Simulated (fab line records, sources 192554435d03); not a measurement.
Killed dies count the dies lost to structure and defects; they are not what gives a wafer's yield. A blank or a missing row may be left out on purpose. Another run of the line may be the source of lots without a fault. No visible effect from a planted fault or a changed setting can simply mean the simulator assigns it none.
Split-lot trial || flow n5_finfet || on a route of 1938 steps: 7 lots, 21 wafers read

== SPLIT DETAILS ==
At N5_BEOL_M12_ILD_DEP_00 (deposits SiOC from DEMS/O2, target thk 658.92 nm, time 130.7 s), the setting time_s was moved away from the recipe's 130.7 s on 7 of the 21 wafers read, by -13.5% to +8.5%. The other wafers ran this setting at the recipe's value.

Between the split and the reading, the file records no step.

== THE READING ==
At N5_BEOL_M12_THK_MEAS_01: M12_ILD_THK, given in nm. Fault-free wafers of this fab line usually give 664 nm, standard deviation 7.9 nm.

{"wafer": "L074.2", "tool, chamber at the split": "pecvd-01, 1", "time_s as run, s": 130.7, "against the recipe": "recipe", "M12_ILD_THK, nm": 665, "against lot-mates on the recipe": "-"}
{"wafer": "L074.3", "tool, chamber at the split": "pecvd-01, 0", "time_s as run, s": 120.4, "against the recipe": "-7.9%", "M12_ILD_THK, nm": 605, "against lot-mates on the recipe": -66}
{"wafer": "L074.4", "tool, chamber at the split": "pecvd-01, 1", "time_s as run, s": 130.7, "against the recipe": "recipe", "M12_ILD_THK, nm": 676, "against lot-mates on the recipe": "-"}
{"wafer": "L075.2", "tool, chamber at the split": "pecvd-01, 2", "time_s as run, s": 116.3, "against the recipe": "-11.0%", "M12_ILD_THK, nm": 583, "against lot-mates on the recipe": -86}
{"wafer": "L075.3", "tool, chamber at the split": "pecvd-01, 1", "time_s as run, s": 130.7, "against the recipe": "recipe", "M12_ILD_THK, nm": 662, "against lot-mates on the recipe": "-"}
{"wafer": "L075.6", "tool, chamber at the split": "pecvd-01, 1", "time_s as run, s": 130.7, "against the recipe": "recipe", "M12_ILD_THK, nm": 676, "against lot-mates on the recipe": "-"}
{"wafer": "L077.1", "tool, chamber at the split": "pecvd-01, 1", "time_s as run, s": 130.7, "against the recipe": "recipe", "M12_ILD_THK, nm": 667, "against lot-mates on the recipe": "-"}
{"wafer": "L077.5", "tool, chamber at the split": "pecvd-01, 2", "time_s as run, s": 130.7, "against the recipe": "recipe", "M12_ILD_THK, nm": 667, "against lot-mates on the recipe": "-"}
{"wafer": "L077.6", "tool, chamber at the split": "pecvd-01, 1", "time_s as run, s": 125.8, "against the recipe": "-3.7%", "M12_ILD_THK, nm": 649, "against lot-mates on the recipe": -18}
{"wafer": "L078.1", "tool, chamber at the split": "pecvd-01, 2", "time_s as run, s": 130.7, "against the recipe": "recipe", "M12_ILD_THK, nm": 663, "against lot-mates on the recipe": "-"}
{"wafer": "L078.3", "tool, chamber at the split": "pecvd-01, 0", "time_s as run, s": 130.7, "against the recipe": "recipe", "M12_ILD_THK, nm": 662, "against lot-mates on the recipe": "-"}
{"wafer": "L078.6", "tool, chamber at the split": "pecvd-01, 1", "time_s as run, s": 130.7, "against the recipe": "recipe", "M12_ILD_THK, nm": 666, "against lot-mates on the recipe": "-"}
{"wafer": "L088.2", "tool, chamber at the split": "pecvd-02, 0", "time_s as run, s": 130.7, "against the recipe": "recipe", "M12_ILD_THK, nm": 639, "against lot-mates on the recipe": "-"}
{"wafer": "L088.4", "tool, chamber at the split": "pecvd-02, 0", "time_s as run, s": 139.5, "against the recipe": "+6.7%", "M12_ILD_THK, nm": 696, "against lot-mates on the recipe": "+52"}
{"wafer": "L088.5", "tool, chamber at the split": "pecvd-02, 0", "time_s as run, s": 130.7, "against the recipe": "recipe", "M12_ILD_THK, nm": 648, "against lot-mates on the recipe": "-"}
{"wafer": "L095.1", "tool, chamber at the split": "pecvd-03, 0", "time_s as run, s": 130.7, "against the recipe": "recipe", "M12_ILD_THK, nm": 658, "against lot-mates on the recipe": "-"}
{"wafer": "L095.3", "tool, chamber at the split": "pecvd-03, 1", "time_s as run, s": 113, "against the recipe": "-13.5%", "M12_ILD_THK, nm": 558, "against lot-mates on the recipe": -106}
{"wafer": "L095.5", "tool, chamber at the split": "pecvd-03, 2", "time_s as run, s": 130.7, "against the recipe": "recipe", "M12_ILD_THK, nm": 669, "against lot-mates on the recipe": "-"}
{"wafer": "L096.1", "tool, chamber at the split": "pecvd-02, 0", "time_s as run, s": 130.7, "against the recipe": "recipe", "M12_ILD_THK, nm": 656, "against lot-mates on the recipe": "-"}
{"wafer": "L096.3", "tool, chamber at the split": "pecvd-02, 2", "time_s as run, s": 141.8, "against the recipe": "+8.5%", "M12_ILD_THK, nm": 730, "against lot-mates on the recipe": "+74"}
{"wafer": "L096.5", "tool, chamber at the split": "pecvd-02, 0", "time_s as run, s": 141.8, "against the recipe": "+8.5%", "M12_ILD_THK, nm": 717, "against lot-mates on the recipe": "+61"}

FIT RESULTS
A straight line over all 21 wafers: M12_ILD_THK changes by +7.1 nm for each +1% of time_s; r = +0.97; the points scatter about the line by 9.8 nm.
The same after taking each lot's own level away (the mean of its wafers on the recipe; 21 wafers): +7.83 nm for each +1%; r = +0.99; scatter 5.1 nm.
That fit puts the effect of the largest move of time_s on the reading at 1.1e+02 nm.
The lots' own levels span 643.5 to 670.5 nm, that is 3.4 times the standard deviation above.
The two slopes agree, so the slope changes little with the lot-to-lot level.
Check: for one of the wafers moved furthest among these (-13.5%), held out of the fit, the line's prediction against its lot-mates is -106 nm. It came out at -106 nm against them.

== OTHER SPLITS APPLIED TO THESE WAFERS ==
Other splits were also applied to these wafers ahead of the reading. Each is held against what the fit with the lots' levels taken away leaves over:
{"other split on the same wafers": "N5_BEOL_M11_EXPOSE_25 dose_mj", "wafers away from the commonest value": 4, "r with M12_ILD_THK (lot level and that fit taken away)": "+0.51"}

== THE WHOLE CHAIN: every reading that the file lists as answering this split, in the file's order ==
{"step": "N5_BEOL_M12_ILD_DEP_00", "what it does": "deposits SiOC from DEMS/O2, target thk 658.92 nm, time 130.7 s", "reading": "SiOC_of_BEOL_M12_ILD_DEP_00.thk_nm (the simulator's own value, which no gauge read)", "change (the file's fit)": "+7.81 nm for each +1% of the setting", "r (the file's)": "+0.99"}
{"step": "N5_BEOL_M12_THK_MEAS_01", "what it does": "", "reading": "M12_ILD_THK", "change (the file's fit)": "+7.81 for each +1% of the setting", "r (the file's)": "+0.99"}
{"step": "N5_BEOL_M12_VIA_ETCH_16", "what it does": "etches SiOC in C4F8/O2/Ar, target depth 724.8 nm", "reading": "etch.depth_nm (the simulator's own value, which no gauge read)", "change (the file's fit)": "+7.82 nm for each +1% of the setting", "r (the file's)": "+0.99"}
{"step": "N5_BEOL_M12_VIA_ETCH_16", "what it does": "etches SiOC in C4F8/O2/Ar, target depth 724.8 nm", "reading": "coat_of_BEOL_M12_COAT_04.thk_nm (the simulator's own value, which no gauge read)", "change (the file's fit)": "-2.2 nm for each +1% of the setting", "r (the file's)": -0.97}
{"step": "N5_BEOL_M12_STRIP_63", "what it does": "strips in N2/H2", "reading": "strip_time_to_endpoint_s", "change (the file's fit)": "withheld for each +1% of the setting", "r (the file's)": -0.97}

== FILE'S OWN FIT ==
M12_ILD_THK changes by +7.81 nm for each +1% of time_s, r = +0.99.
